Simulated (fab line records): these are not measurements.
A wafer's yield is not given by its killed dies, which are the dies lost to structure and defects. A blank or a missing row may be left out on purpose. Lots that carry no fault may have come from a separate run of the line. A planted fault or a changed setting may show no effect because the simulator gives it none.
One fault seen from 2 desks / flow n5_finfet / each desk has only its own numbers; what lay behind them comes last

FOR THE TOOL OWNER'S DESK: litho_track-05
The tool's own readings at N5_BEOL_M6_COAT_05 (resist thk 90 nm): means of the sampled wafers that have a number, for each lot that ran on this tool. Any lot whose mean is over 4 standard deviations away from the usual mean is out of limits and marked OUT; that distance is given in the brackets.
Columns: A = spin_speed_rpm at N5_BEOL_M6_COAT_05, usual 1500.0 rpm
lot=L451; first seen here=day 8 23:35; A=1500.0
lot=L452; first seen here=day 9 01:19; A=1499.8
lot=L457; first seen here=day 10 19:47; A=1499.4
lot=L463; first seen here=day 12 00:25; A=1422.7 (-70) OUT
lot=L466; first seen here=day 12 16:58; A=1423.1 (-70) OUT
This desk's finding: out of limits on L463, L466; first on L463, day 12 00:25 (spin_speed_rpm at N5_BEOL_M6_COAT_05). Within limits: L451, L452, L457.

THE DEFECT DESK
Counts from the inspections along the route, per lot, as means over the sampled wafers that have a number. Any lot whose mean is over 4 standard deviations away from the usual mean is out of limits and marked OUT; that distance is given in the brackets.
Columns: A = raw_defect_count at N5_BEOL_M5_INSPECT_58, usual 68
lot=L450; first seen here=day 8 14:26; A=46
lot=L451; first seen here=day 8 21:23; A=103
lot=L452; first seen here=day 8 23:35; A=82
lot=L453; first seen here=day 9 11:09; A=48
lot=L458; first seen here=day 10 09:58; A=60
lot=L456; first seen here=day 10 10:37; A=81
lot=L457; first seen here=day 10 17:26; A=84
lot=L463; first seen here=day 11 21:48; A=62
lot=L466; first seen here=day 12 13:29; A=41
lot=L468; first seen here=day 12 19:50; A=87
lot=L471; first seen here=day 13 22:28; A=55
lot=L472; first seen here=day 14 04:28; A=81
This desk's finding: nothing out of limits on any of the 12 lots.

TAKEN TOGETHER
On L463, L466, at day 12 00:25, an alarm was possible from the tool owner's desk.
Nothing out of limits was seen by the defect desk.
The defect desk has L463, L466 on record, within its limits.
Of the lots named, all ran N5_BEOL_M6_COAT_05 on litho_track-05.

WHAT THE SIMULATOR HAD INSERTED
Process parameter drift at N5_BEOL_M6_COAT_05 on litho_track-05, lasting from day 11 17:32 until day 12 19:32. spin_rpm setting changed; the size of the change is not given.
Lots struck among those shown: L463, L466.
Delay in hours, fault start to first out-of-limits reading, by desk: the tool owner's desk at 7.
